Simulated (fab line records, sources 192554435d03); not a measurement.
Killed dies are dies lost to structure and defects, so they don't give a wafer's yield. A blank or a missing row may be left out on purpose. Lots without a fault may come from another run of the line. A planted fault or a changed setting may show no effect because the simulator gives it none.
Chamber matching | flow n5_finfet | N5_SDB_ALD_29 on ald_sin-04: 4 sister chambers
The step deposits SiNx, target thk 30 nm, pulse time 1 s, ald cycles 600. 30 wafers are shown with their chamber, then 12 later ones without.

WAFERS WITH THEIR CHAMBER
wafer  | chamber | heater_power_w (W) | precursor_pulse_height_rel
L077.1 | 3       | 913                | 1.020
L077.2 | 2       | 843                | 1.020
L077.4 | 0       | 874                | 1.026
L079.1 | 3       | 910                | 0.985
L079.4 | 1       | 844                | 1.005
L079.5 | 0       | 886                | 0.965
L080.1 | 2       | 863                | 0.989
L080.2 | 0       | 917                | 1.010
L080.3 | 1       | 885                | 1.014
L080.4 | 3       | 882                | 1.002
L080.5 | 3       | 931                | 1.002
L080.6 | 0       | 894                | 0.977
L084.4 | 3       | 922                | 1.027
L084.5 | 2       | 856                | 1.039
L084.6 | 1       | 838                | 1.014
L086.1 | 2       | 875                | 0.950
L086.3 | 0       | 896                | 1.020
L086.5 | 1       | 854                | 0.988
L087.1 | 1       | 878                | 0.975
L087.2 | 2       | 854                | 0.980
L087.3 | 3       | 911                | 1.021
L087.4 | 0       | 879                | 1.004
L087.5 | 1       | 845                | 1.015
L087.6 | 0       | 895                | 1.008
L089.1 | 0       | 903                | 0.961
L089.2 | 1       | 850                | 1.017
L089.4 | 3       | 912                | 0.978
L090.3 | 1       | 865                | 1.005
L090.4 | 2       | 848                | 0.959
L090.5 | 3       | 903                | 0.986

SIGNATURES (means of the wafers above)
reading                    | chamber 0 | chamber 1 | chamber 2 | chamber 3 | scatter within a chamber
heater_power_w             | 893.00    | 857.38    | 856.50    | 910.50    | 14.4
precursor_pulse_height_rel | 0.99638   | 1.00412   | 0.98950   | 1.00262   | 0.0235
Rule: a wafer's distance from a chamber is the root of the sum, over the readings, of the square of ((its reading less the chamber's mean) divided by the reading's scatter). The wafer belongs to the nearest chamber; if the next one is less than 2 further off, it can't be placed. The scatter: the root of (the sum of the squares of (reading less its chamber's mean) over the shown wafers, divided by (wafers less chambers)).

WAFERS WITHOUT THEIR CHAMBER
wafer  | heater_power_w (W) | precursor_pulse_height_rel
L092.3 | 829                | 0.988
L092.4 | 913                | 1.024
L092.5 | 911                | 0.984
L093.1 | 892                | 1.022
L093.4 | 861                | 0.984
L093.6 | 850                | 0.995
L096.1 | 846                | 0.977
L096.2 | 886                | 1.011
L096.3 | 879                | 1.031
L096.4 | 906                | 1.032
L096.5 | 862                | 1.017
L096.6 | 873                | 1.016

WHICH CHAMBER EACH WENT THROUGH
wafer  | from the rows above               | in truth
L092.3 | can't be placed: 2 or 1           | 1
L092.4 | can't be placed: 3 or 0           | 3
L092.5 | can't be placed: 3 or 0           | 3
L093.1 | can't be placed: 0 or 3 or 1 or 2 | 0
L093.4 | can't be placed: 2 or 1 or 0      | 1
L093.6 | can't be placed: 2 or 1           | 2
L096.1 | can't be placed: 2 or 1           | 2
L096.2 | can't be placed: 0 or 3 or 1 or 2 | 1
L096.3 | can't be placed: 0 or 1 or 2 or 3 | 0
L096.4 | can't be placed: 3 or 0           | 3
L096.5 | can't be placed: 1 or 2 or 0      | 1
L096.6 | can't be placed: 1 or 2 or 0 or 3 | 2
Placed correctly: 0 of 12. Can't be placed from these rows: 12 (the true chamber is among the candidates in 12). Placed wrongly: 0.
